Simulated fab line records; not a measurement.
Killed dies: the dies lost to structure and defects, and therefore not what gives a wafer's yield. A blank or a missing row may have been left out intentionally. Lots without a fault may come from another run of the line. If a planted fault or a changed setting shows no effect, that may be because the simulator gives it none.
Matching of chambers || flow n5Finfet || N5_GATE_CUT_DESCUM_18 on rieDiel-01 has 4 sister chambers
The step chemistry O2, time 7 s. 14 wafers are shown with their chamber, then 7 later ones without.

== WAFERS PAIRED WITH THEIR CHAMBERS ==
{"wafer": "L172.1", "chamber": 0, "showerheadPlenumPTorr (Torr)": 2.23, "drypumpMotorCurrentA (A)": 5.4, "oesProductAu (a.u.)": 0.87}
{"wafer": "L172.2", "chamber": 2, "showerheadPlenumPTorr (Torr)": 2.09, "drypumpMotorCurrentA (A)": 5.4, "oesProductAu (a.u.)": 0.73}
{"wafer": "L172.5", "chamber": 1, "showerheadPlenumPTorr (Torr)": 2.06, "drypumpMotorCurrentA (A)": 6.0, "oesProductAu (a.u.)": 0.68}
{"wafer": "L176.1", "chamber": 3, "showerheadPlenumPTorr (Torr)": 2.16, "drypumpMotorCurrentA (A)": 5.7, "oesProductAu (a.u.)": 0.71}
{"wafer": "L176.2", "chamber": 0, "showerheadPlenumPTorr (Torr)": 2.22, "drypumpMotorCurrentA (A)": 5.3, "oesProductAu (a.u.)": 0.86}
{"wafer": "L176.5", "chamber": 2, "showerheadPlenumPTorr (Torr)": 2.09, "drypumpMotorCurrentA (A)": 5.4, "oesProductAu (a.u.)": 0.72}
{"wafer": "L177.2", "chamber": 2, "showerheadPlenumPTorr (Torr)": 2.09, "drypumpMotorCurrentA (A)": 5.4, "oesProductAu (a.u.)": 0.72}
{"wafer": "L177.3", "chamber": 1, "showerheadPlenumPTorr (Torr)": 2.06, "drypumpMotorCurrentA (A)": 6.0, "oesProductAu (a.u.)": 0.67}
{"wafer": "L177.4", "chamber": 0, "showerheadPlenumPTorr (Torr)": 2.22, "drypumpMotorCurrentA (A)": 5.3, "oesProductAu (a.u.)": 0.85}
{"wafer": "L178.1", "chamber": 0, "showerheadPlenumPTorr (Torr)": 2.22, "drypumpMotorCurrentA (A)": 5.3, "oesProductAu (a.u.)": 0.86}
{"wafer": "L178.2", "chamber": 1, "showerheadPlenumPTorr (Torr)": 2.06, "drypumpMotorCurrentA (A)": 6.0, "oesProductAu (a.u.)": 0.68}
{"wafer": "L178.3", "chamber": 2, "showerheadPlenumPTorr (Torr)": 2.09, "drypumpMotorCurrentA (A)": 5.4, "oesProductAu (a.u.)": 0.72}
{"wafer": "L180.1", "chamber": 0, "showerheadPlenumPTorr (Torr)": 2.22, "drypumpMotorCurrentA (A)": 5.3, "oesProductAu (a.u.)": 0.85}
{"wafer": "L180.2", "chamber": 2, "showerheadPlenumPTorr (Torr)": 2.09, "drypumpMotorCurrentA (A)": 5.4, "oesProductAu (a.u.)": 0.72}

SIGNATURES, as means of the wafers listed above
{"reading": "showerheadPlenumPTorr", "chamber 0": 2.2220, "chamber 1": 2.0600, "chamber 2": 2.0900, "chamber 3": 2.1600, "scatter within a chamber": 0.00283}
{"reading": "drypumpMotorCurrentA", "chamber 0": 5.320, "chamber 1": 6.000, "chamber 2": 5.400, "chamber 3": 5.700, "scatter within a chamber": 0.0283}
{"reading": "oesProductAu", "chamber 0": 0.8580, "chamber 1": 0.6767, "chamber 2": 0.7220, "chamber 3": 0.7100, "scatter within a chamber": 0.00653}
Rule: distance of a wafer from a chamber = root of the sum over the readings of ((wafer's reading minus chamber's mean) / reading's scatter) squared. The wafer belongs to the nearest chamber; if the next one is less than 2 further off, it can't be placed. The scatter: the root of (the sum of the squares of (reading less its chamber's mean) over the shown wafers, divided by (wafers less chambers)).

== WAFERS WITH NO CHAMBER GIVEN ==
{"wafer": "L180.4", "showerheadPlenumPTorr (Torr)": 2.16, "drypumpMotorCurrentA (A)": 5.7, "oesProductAu (a.u.)": 0.71}
{"wafer": "L183.2", "showerheadPlenumPTorr (Torr)": 2.22, "drypumpMotorCurrentA (A)": 5.3, "oesProductAu (a.u.)": 0.83}
{"wafer": "L183.5", "showerheadPlenumPTorr (Torr)": 2.22, "drypumpMotorCurrentA (A)": 5.3, "oesProductAu (a.u.)": 0.83}
{"wafer": "L183.6", "showerheadPlenumPTorr (Torr)": 2.06, "drypumpMotorCurrentA (A)": 5.9, "oesProductAu (a.u.)": 0.99}
{"wafer": "L188.3", "showerheadPlenumPTorr (Torr)": 2.21, "drypumpMotorCurrentA (A)": 5.4, "oesProductAu (a.u.)": 0.82}
{"wafer": "L188.4", "showerheadPlenumPTorr (Torr)": 2.06, "drypumpMotorCurrentA (A)": 6.0, "oesProductAu (a.u.)": 0.96}
{"wafer": "L188.5", "showerheadPlenumPTorr (Torr)": 2.15, "drypumpMotorCurrentA (A)": 5.7, "oesProductAu (a.u.)": 0.70}

== THE CHAMBER EACH PASSED THROUGH ==
{"wafer": "L180.4", "from the rows above": 3, "in truth": 3}
{"wafer": "L183.2", "from the rows above": 0, "in truth": 0}
{"wafer": "L183.5", "from the rows above": 0, "in truth": 0}
{"wafer": "L183.6", "from the rows above": 2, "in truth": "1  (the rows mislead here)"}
{"wafer": "L188.3", "from the rows above": 0, "in truth": 0}
{"wafer": "L188.4", "from the rows above": "can't be placed: 1 or 2", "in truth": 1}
{"wafer": "L188.5", "from the rows above": 3, "in truth": 3}
Correctly placed: 5 of 7. These rows do not allow placing 1 (true chamber among the candidates in 1). Number placed wrongly: 1.
